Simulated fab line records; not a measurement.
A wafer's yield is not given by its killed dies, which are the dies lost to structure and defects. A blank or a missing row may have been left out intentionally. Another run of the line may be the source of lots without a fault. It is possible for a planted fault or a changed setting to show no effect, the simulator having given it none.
Chamber matching    flow n5-finfet    N5_BEOL_M7_DESCUM_33 on rie-diel-01 has 4 sister chambers
The step chemistry O2, time 7 s. 18 wafers are shown with their chamber, then 9 later ones without.

WAFERS WITH THEIR CHAMBER
wafer   chamber  showerhead-plenum-p-Torr (Torr)  throttle-valve-pct (%)  oes-product-au (a.u.)
L079.4  2        2.12                             19.9                    0.88
L079.5  1        2.02                             20.4                    0.76
L079.6  2        2.12                             19.9                    0.89
L084.2  1        2.01                             20.5                    0.74
L084.3  0        1.93                             20.7                    0.75
L084.6  0        1.93                             20.7                    0.77
L082.4  3        2.17                             20.7                    0.76
L082.5  1        2.01                             20.5                    0.76
L082.6  2        2.11                             19.9                    0.86
L080.1  3        2.17                             20.8                    0.76
L080.5  3        2.17                             20.7                    0.76
L080.6  0        1.93                             20.7                    0.76
L083.1  1        2.01                             20.5                    0.75
L083.4  3        2.17                             20.7                    0.75
L083.5  3        2.17                             20.7                    0.76
L091.2  1        2.01                             20.5                    0.74
L091.3  0        1.93                             20.7                    0.75
L091.4  2        2.11                             19.9                    0.85

SIGNATURES (means of the wafers above)
reading                   chamber 0  chamber 1  chamber 2  chamber 3  scatter within a chamber
showerhead-plenum-p-Torr  1.9300     2.0120     2.1150     2.1700     0.00359
throttle-valve-pct        20.700     20.480     19.900     20.720     0.0338
oes-product-au            0.7575     0.7500     0.8700     0.7580     0.0112
Rule: for a wafer and a chamber, the distance is found by dividing, reading by reading, the gap between the wafer's reading and the chamber's mean by the reading's scatter, squaring, summing and taking the root. If the next closest chamber is less than 2 further off than the closest, the wafer can't be placed; otherwise it belongs to the closest. The scatter is the square root of a quotient: the sum, over the shown wafers, of each reading's squared deviation from its chamber's mean, divided by wafers minus chambers.

WAFERS WITHOUT THEIR CHAMBER
wafer   showerhead-plenum-p-Torr (Torr)  throttle-valve-pct (%)  oes-product-au (a.u.)
L086.3  1.93                             20.7                    0.75
L086.4  2.11                             19.9                    0.84
L086.5  2.01                             20.5                    0.74
L092.2  2.01                             20.5                    0.74
L092.5  2.16                             20.8                    0.74
L092.6  1.93                             20.7                    0.74
L097.3  2.00                             20.5                    0.73
L097.4  2.10                             19.9                    0.84
L097.6  2.00                             20.5                    0.73

THE CHAMBER EACH PASSED THROUGH
wafer   from the rows above  in truth
L086.3  0                    0
L086.4  2                    2
L086.5  1                    1
L092.2  1                    1
L092.5  3                    3
L092.6  0                    0
L097.3  1                    1
L097.4  2                    2
L097.6  1                    1
Correctly placed: 9 of 9. Number that these rows cannot place: 0. Placed wrongly: 0.
